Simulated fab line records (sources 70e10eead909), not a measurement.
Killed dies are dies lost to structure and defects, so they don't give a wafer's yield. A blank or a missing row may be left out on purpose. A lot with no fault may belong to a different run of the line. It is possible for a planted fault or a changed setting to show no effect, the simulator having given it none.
Which tool is to blame? -- flow nand-harc -- Sampling: 12 lots, 36 wafers, 6 of 1302 route steps

== WHAT EACH GAUGE READ, for each wafer ==
NHARC_P_ZERO_WELL_CD_MEAS_37: the cd target is 720 nm.
lot,measured,on,cd-nm (nm)
L720,day 2 00:10,cd-sem-01,719.4 719.6 718.1
L721,day 2 10:28,cd-sem-01,719.3 721.7 721.6
L725,day 4 02:17,cd-sem-01,719.4 719.9 722.0
L726,day 4 12:08,cd-sem-02,719.3 720.6 720.9
L727,day 4 22:28,cd-sem-01,718.7 719.9 720.1
L728,day 5 08:31,cd-sem-01,719.9 719.9 717.6
L729,day 5 18:41,cd-sem-03,721.9 719.6 720.4
L732,day 7 00:11,cd-sem-01,- - -
L734,day 7 20:20,cd-sem-03,719.5 720.7 719.4
L741,day 10 18:02,cd-sem-01,719.6 721.2 719.2
L742,day 11 04:00,cd-sem-01,720.4 720.6 719.0
L743,day 11 13:58,cd-sem-02,721.2 719.8 720.6

NHARC_P_GATE_INSPECT_28.
lot,measured,on,raw-defect-count
L720,day 5 08:32,defect-inspect-02,5 5 9
L721,day 5 08:42,defect-inspect-01,7 3 8
L725,day 7 07:31,defect-inspect-02,6 2 4
L726,day 7 10:31,defect-inspect-01,6 7 3
L727,day 7 21:55,defect-inspect-01,6 9 3
L728,day 8 08:57,defect-inspect-02,6 7 3
L729,day 8 18:17,defect-inspect-02,5 5 6
L734,day 11 01:38,defect-inspect-01,5 7 8
L741,day 13 21:55,defect-inspect-02,6 4 1
L742,day 14 07:44,defect-inspect-01,5 3 6
L743,day 14 21:32,defect-inspect-02,4 9 2

NHARC_END_SORT_01.
lot,measured,on,killed-at-array,killed-at-other,killed-at-periphery,killed-dies,killed-open,killed-short
L732,day 29 10:55,prober-02,83 74 80,0 0 0,594 603 597,677 677 677,4 3 4,5 2 2

== WHAT TOOL EACH LOT RAN ON (gives the tool, then ch and the chambers of the sampled wafers, and finally the start) ==
lot,NHARC_P_ZERO_WELL_EXPOSE_34,NHARC_P_STI_DESCUM_14,NHARC_P_STI_ETCH_31
L720,"krf-scanner-04 ch 0, day 2 00:01","rie-diel-07 ch 0,1, day 2 22:30","rie-diel-07 ch 0,2,3, day 5 08:32 or earlier"
L721,"krf-scanner-03 ch 0, day 2 10:19","rie-diel-08 ch 0,2,3, day 3 06:04","rie-diel-08 ch 0,3, day 5 08:42 or earlier"
L725,"krf-scanner-04 ch 0, day 4 02:08","rie-diel-07 ch 0,3, day 4 21:22","rie-diel-07 ch 0,3, day 7 07:31 or earlier"
L726,"krf-scanner-04 ch 0, day 4 11:59","rie-diel-04 ch 0,1,2, day 5 06:49","rie-diel-04 ch 1,2, day 7 10:31 or earlier"
L727,"krf-scanner-04 ch 0, day 4 22:19","rie-diel-08 ch 1,2,3, day 5 17:08","rie-diel-08 ch 1,2,3, day 7 21:55 or earlier"
L728,"krf-scanner-01 ch 0, day 5 08:22","rie-diel-04 ch 2,3, day 6 05:47","rie-diel-04 ch 1,2, day 8 08:57 or earlier"
L729,"krf-scanner-01 ch 0, day 5 18:31","rie-diel-08 ch 0,1,3, day 6 14:46","rie-diel-08 ch 0,1, day 8 18:17 or earlier"
L732,"krf-scanner-04 ch 0, day 7 00:02",-,-
L734,"krf-scanner-04 ch 0, day 7 20:11","rie-diel-07 ch 0,2, day 8 17:03","rie-diel-07 ch 2,3, day 11 01:38 or earlier"
L741,"krf-scanner-04 ch 0, day 10 17:53","rie-diel-04 ch 0,1,3, day 11 15:06","rie-diel-04 ch 0,2,3, day 13 21:55 or earlier"
L742,"krf-scanner-04 ch 0, day 11 03:51","rie-diel-04 ch 0,1,2, day 12 00:52","rie-diel-04 ch 0,1,2, day 14 07:44 or earlier"
L743,"krf-scanner-04 ch 0, day 11 13:49","rie-diel-07 ch 0,2,3, day 12 10:33","rie-diel-07 ch 0,3, day 14 21:32 or earlier"
- NHARC_P_ZERO_WELL_EXPOSE_34: exposes mask P PWELL, target cd 720 nm.
- NHARC_P_STI_DESCUM_14: chemistry O2, time 3 s.
- NHARC_P_STI_ETCH_31: etches the open film in CF4/CHF3, target depth 108.9 nm, time 54.5 s.

== AS READ BY THE TOOLS THEMSELVES (means over the sampled wafers that have a number; for cases with no such wafer, the mark the record gives instead) ==
NHARC_P_STI_DESCUM_14.
lot,tool,drypump-motor-current-A (A),oes-product-au (a.u.),rf-vpp-V (V),showerhead-plenum-p-Torr (Torr),throttle-valve-pct (%)
L720,rie-diel-07,5.8,1.008,58.2,1.98,11.305
L721,rie-diel-08,5.5,1.008,58.3,1.94,11.305
L725,rie-diel-07,5.6,1.013,57.3,1.96,11.316
L726,rie-diel-04,5.6,0.996,58.0,1.91,11.308
L727,rie-diel-08,5.8,1.000,58.6,1.95,11.314
L728,rie-diel-04,5.7,0.994,58.6,1.93,11.306
L729,rie-diel-08,5.4,0.990,58.4,1.90,11.317
L734,rie-diel-07,5.9,1.023,58.0,1.99,11.310
L741,rie-diel-04,5.9,0.992,57.7,1.84,11.309
L742,rie-diel-04,5.6,0.991,58.2,1.90,11.311
L743,rie-diel-07,5.9,1.004,57.9,1.91,11.311

NHARC_P_STI_ETCH_31.
lot,tool,drypump-motor-current-A (A),oes-product-au (a.u.),rf-vpp-V (V),showerhead-plenum-p-Torr (Torr),throttle-valve-pct (%)
L720,rie-diel-07,5.9,0.988,370.5,1.58,16.805
L721,rie-diel-08,5.1,0.944,370.0,1.55,16.807
L725,rie-diel-07,5.6,0.971,369.3,1.55,16.803
L726,rie-diel-04,5.6,0.954,371.9,1.60,16.801
L727,rie-diel-08,5.8,0.963,370.8,1.60,16.807
L728,rie-diel-04,5.6,0.951,372.9,1.62,16.802
L729,rie-diel-08,5.6,0.956,370.4,1.54,16.801
L734,rie-diel-07,6.2,0.987,370.2,1.54,16.795
L741,rie-diel-04,5.8,0.965,369.3,1.54,16.800
L742,rie-diel-04,5.7,0.948,370.2,1.56,16.799
L743,rie-diel-07,5.6,0.940,369.1,1.55,16.805

== THE ANSWER, worked out from the rows above alone ==
Rule: the usual values come from the lots themselves. The widest of any qualifying gaps counts: lots, ordered by their means at a reading, are off when they make up no more than a third of the lots, leave a main group of 4 or more, and stand apart from it by 3 or more times the standard deviation of that group's means. If all means in a main group match to the digits the tables above print for the reading, that group is not used. Also off: a lot with no number at a reading for which 4 or more lots have one. The other lots that the step has rows for count as sound. First the gauges in route order, then the tools' own readings, where a lot's mean is used as printed above. The first step at which some lot is off is used, and at that step the reading that is off furthest; a lot without a number counts as furthest.
Off, at NHARC_P_ZERO_WELL_CD_MEAS_37 on cd-nm: L732. Without a number there: L732. The main group: mean 720.0 nm, standard deviation 0.57.
If a tool, at a process step before that reading, ran all the lots that are off and no sound lot after the first of them, it fits. Gauges at NHARC_P_ZERO_WELL_CD_MEAS_37: tried the same way as those tools. None of those tried fits.

== WHAT THE SIMULATOR PUT IN ==
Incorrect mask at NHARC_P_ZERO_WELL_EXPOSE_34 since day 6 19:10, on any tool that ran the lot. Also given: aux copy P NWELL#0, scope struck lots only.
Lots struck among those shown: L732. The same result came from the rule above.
